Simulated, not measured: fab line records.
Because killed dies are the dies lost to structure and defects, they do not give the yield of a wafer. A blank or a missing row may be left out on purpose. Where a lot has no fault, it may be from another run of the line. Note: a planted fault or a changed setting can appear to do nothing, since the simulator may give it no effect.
Chamber matching / flow n5_finfet / rie_diel-01 running N5_BEOL_M4_ETCH_69: 4 sister chambers
The step etches SiARC in CF4, target depth 15.6 nm, time 26 s. 18 wafers are shown with their chamber, then 9 later ones without.

WAFERS PAIRED WITH THEIR CHAMBERS
wafer=L075.1; chamber=1; drypump_motor_current_A (A)=5.7; throttle_valve_pct (%)=15.79; oes_product_au (a.u.)=0.59
wafer=L075.2; chamber=2; drypump_motor_current_A (A)=5.7; throttle_valve_pct (%)=15.60; oes_product_au (a.u.)=0.85
wafer=L075.3; chamber=3; drypump_motor_current_A (A)=4.8; throttle_valve_pct (%)=15.81; oes_product_au (a.u.)=0.62
wafer=L077.4; chamber=3; drypump_motor_current_A (A)=4.8; throttle_valve_pct (%)=15.85; oes_product_au (a.u.)=0.62
wafer=L077.5; chamber=1; drypump_motor_current_A (A)=5.7; throttle_valve_pct (%)=15.78; oes_product_au (a.u.)=0.58
wafer=L077.6; chamber=2; drypump_motor_current_A (A)=5.7; throttle_valve_pct (%)=15.61; oes_product_au (a.u.)=0.83
wafer=L080.1; chamber=3; drypump_motor_current_A (A)=4.8; throttle_valve_pct (%)=15.86; oes_product_au (a.u.)=0.62
wafer=L080.4; chamber=0; drypump_motor_current_A (A)=6.5; throttle_valve_pct (%)=15.21; oes_product_au (a.u.)=0.72
wafer=L080.5; chamber=2; drypump_motor_current_A (A)=5.7; throttle_valve_pct (%)=15.61; oes_product_au (a.u.)=0.81
wafer=L078.4; chamber=0; drypump_motor_current_A (A)=6.5; throttle_valve_pct (%)=15.21; oes_product_au (a.u.)=0.73
wafer=L078.5; chamber=1; drypump_motor_current_A (A)=5.8; throttle_valve_pct (%)=15.80; oes_product_au (a.u.)=0.59
wafer=L078.6; chamber=0; drypump_motor_current_A (A)=6.5; throttle_valve_pct (%)=15.19; oes_product_au (a.u.)=0.73
wafer=L087.2; chamber=2; drypump_motor_current_A (A)=5.7; throttle_valve_pct (%)=15.64; oes_product_au (a.u.)=0.78
wafer=L087.3; chamber=0; drypump_motor_current_A (A)=6.5; throttle_valve_pct (%)=15.24; oes_product_au (a.u.)=0.71
wafer=L087.6; chamber=3; drypump_motor_current_A (A)=4.8; throttle_valve_pct (%)=15.88; oes_product_au (a.u.)=0.61
wafer=L086.3; chamber=0; drypump_motor_current_A (A)=6.5; throttle_valve_pct (%)=15.25; oes_product_au (a.u.)=0.71
wafer=L086.4; chamber=0; drypump_motor_current_A (A)=6.5; throttle_valve_pct (%)=15.24; oes_product_au (a.u.)=0.71
wafer=L086.5; chamber=2; drypump_motor_current_A (A)=5.7; throttle_valve_pct (%)=15.63; oes_product_au (a.u.)=0.77

SIGNATURES (averages over the wafers above)
reading=drypump_motor_current_A; chamber 0=6.500; chamber 1=5.733; chamber 2=5.700; chamber 3=4.800; scatter within a chamber=0.0218
reading=throttle_valve_pct; chamber 0=15.2233; chamber 1=15.7900; chamber 2=15.6180; chamber 3=15.8500; scatter within a chamber=0.0217
reading=oes_product_au; chamber 0=0.7183; chamber 1=0.5867; chamber 2=0.8080; chamber 3=0.6175; scatter within a chamber=0.0191
Rule: a wafer lies at a distance from a chamber equal to the root of the sum of squares, over the readings, of (its reading less the chamber's mean, divided by the reading's scatter). If the next closest chamber is less than 2 further off than the closest, the wafer can't be placed; otherwise it belongs to the closest. The scatter: the root of (the sum of the squares of (reading less its chamber's mean) over the shown wafers, divided by (wafers less chambers)).

WAFERS WITHOUT THEIR CHAMBER
wafer=L091.1; drypump_motor_current_A (A)=5.7; throttle_valve_pct (%)=15.33; oes_product_au (a.u.)=0.85
wafer=L091.4; drypump_motor_current_A (A)=5.7; throttle_valve_pct (%)=15.66; oes_product_au (a.u.)=0.76
wafer=L091.6; drypump_motor_current_A (A)=5.7; throttle_valve_pct (%)=15.33; oes_product_au (a.u.)=0.84
wafer=L092.3; drypump_motor_current_A (A)=4.8; throttle_valve_pct (%)=15.92; oes_product_au (a.u.)=0.60
wafer=L092.4; drypump_motor_current_A (A)=6.5; throttle_valve_pct (%)=15.27; oes_product_au (a.u.)=0.70
wafer=L092.6; drypump_motor_current_A (A)=4.8; throttle_valve_pct (%)=15.92; oes_product_au (a.u.)=0.60
wafer=L096.1; drypump_motor_current_A (A)=6.5; throttle_valve_pct (%)=15.29; oes_product_au (a.u.)=0.69
wafer=L096.2; drypump_motor_current_A (A)=5.7; throttle_valve_pct (%)=15.35; oes_product_au (a.u.)=0.79
wafer=L096.3; drypump_motor_current_A (A)=4.8; throttle_valve_pct (%)=15.95; oes_product_au (a.u.)=0.59

CHAMBER TAKEN BY EACH
wafer=L091.1; from the rows above=2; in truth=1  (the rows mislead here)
wafer=L091.4; from the rows above=2; in truth=2
wafer=L091.6; from the rows above=2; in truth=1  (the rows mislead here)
wafer=L092.3; from the rows above=3; in truth=3
wafer=L092.4; from the rows above=0; in truth=0
wafer=L092.6; from the rows above=3; in truth=3
wafer=L096.1; from the rows above=0; in truth=0
wafer=L096.2; from the rows above=2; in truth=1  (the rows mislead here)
wafer=L096.3; from the rows above=3; in truth=3
Placed correctly: 6 of 9. Not placeable from these rows: 0. Placed wrongly: 3.
